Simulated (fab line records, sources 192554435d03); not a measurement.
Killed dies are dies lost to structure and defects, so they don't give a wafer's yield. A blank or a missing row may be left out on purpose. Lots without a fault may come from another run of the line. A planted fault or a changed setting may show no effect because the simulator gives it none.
Which tool did it? | flow n5_finfet | 10 lots, 30 wafers sampled, at 2 steps of a route of 1938

WHAT THE GAUGES READ, wafer by wafer
N5_BEOL_M4_RC_MEAS_101.
lot  | measured     | on        | DIBL_N (mV/V)
L759 | day 8 05:33  | prober-01 | 35.3 37.3 34.9
L760 | day 8 10:10  | prober-02 | 36.3 35.5 37.9
L761 | day 8 05:05  | prober-02 | 36.7 34.9 36.6
L762 | day 9 11:14  | prober-01 | 35.1 36.8 36.6
L765 | day 9 13:46  | prober-01 | 37.1 36.2 36.3
L774 | day 11 15:38 | prober-01 | 36.5 38.0 36.4
L775 | day 12 04:47 | prober-02 | 35.6 36.8 36.5
L777 | day 12 17:07 | prober-02 | 37.5 35.4 35.9
L779 | day 13 01:10 | prober-01 | 35.8 36.5 35.6
L781 | day 13 18:34 | prober-02 | 36.6 37.6 36.7

WHICH TOOL RAN EACH LOT (tool, then ch and the chambers of the sampled wafers, then the start)
lot  | N5_GATE_CUT_ALD_22
L759 | ald_sin-04 ch 0,2,3, day 4 22:32
L760 | ald_sin-02 ch 0,1, day 5 00:33
L761 | ald_sin-01 ch 0,1,2, day 5 07:49
L762 | ald_sin-02 ch 1,3, day 5 18:06
L765 | ald_sin-01 ch 0,2,3, day 6 05:36
L774 | ald_sin-01 ch 0,2,3, day 8 11:19
L775 | ald_sin-01 ch 1,2, day 8 18:20
L777 | ald_sin-02 ch 0,2,3, day 9 05:56
L779 | ald_sin-04 ch 0,1,2, day 9 23:59
L781 | ald_sin-04 ch 1,3, day 10 07:32
- N5_GATE_CUT_ALD_22: deposits SiNx, target thk 16 nm, pulse time 1 s, ald cycles 320.

THE ANSWER, worked out from the rows above alone
Rule: what is usual is taken from the lots themselves. Put in order of their means at a reading, lots are off if they are a third of the lots or fewer, leave a main group of 4 or more, and stand apart from it by a gap of 3 or more times the standard deviation of the main group's means; of several such gaps the widest counts. A main group whose means are all the same, to the digits that the tables above print for the reading, isn't used. A lot without any number at a reading at which 4 lots or more have one is off too. The other lots that the step has rows for count as sound.
No lot is off at any reading shown: from this, nothing can be told.

WHAT THE SIMULATOR HAD PUT IN
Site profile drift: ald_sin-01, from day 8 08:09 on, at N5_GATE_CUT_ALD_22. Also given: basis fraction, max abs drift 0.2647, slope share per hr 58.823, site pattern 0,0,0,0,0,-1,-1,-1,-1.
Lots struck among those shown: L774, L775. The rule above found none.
